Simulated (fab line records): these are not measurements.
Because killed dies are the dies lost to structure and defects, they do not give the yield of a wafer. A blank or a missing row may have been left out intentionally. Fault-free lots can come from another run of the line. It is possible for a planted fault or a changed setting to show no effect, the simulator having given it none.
Matching of chambers ; flow nandHarc ; NHARC_A_STAIRCASE_CMP_152 on cmp-04: 4 sister chambers
The step polishes. 8 wafers are shown with their chamber, then 8 later ones without.

== EACH WAFER AND ITS CHAMBER ==
wafer;chamber;motorCurrentA (A)
L078.1;3;11.8
L079.1;1;11.9
L079.2;0;11.3
L079.6;0;11.5
L086.2;2;12.4
L086.4;3;11.8
L086.6;1;12.2
L092.2;2;12.2

== WAFERS MISSING THEIR CHAMBER ==
wafer;motorCurrentA (A)
L092.3;11.5
L092.4;11.7
L095.1;12.1
L095.4;11.5
L095.6;11.3
L097.2;11.4
L097.4;11.9
L097.6;11.5

== WHICH CHAMBER EACH WENT THROUGH ==
wafer;from the rows above;in truth
L092.3;can't be placed: 0 or 3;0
L092.4;can't be placed: 3 or 0 or 1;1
L095.1;can't be placed: 1 or 2 or 3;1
L095.4;can't be placed: 0 or 3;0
L095.6;0;0
L097.2;0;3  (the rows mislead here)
L097.4;can't be placed: 3 or 1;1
L097.6;can't be placed: 0 or 3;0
Correctly placed: 1 of 8. Unplaceable from these rows: 6, with the true chamber sitting among the candidates in 6. Number placed wrongly: 1.
How it was worked out, from the rows above alone: a wafer's distance from a chamber is the root of the sum, over the readings, of the square of ((its reading less the chamber's mean) divided by the reading's scatter). The wafer belongs to the nearest chamber; if the next one is less than 2 further off, it can't be placed. A chamber's mean is the mean of its shown wafers. The scatter is the square root of a quotient: the sum, over the shown wafers, of each reading's squared deviation from its chamber's mean, divided by wafers minus chambers.
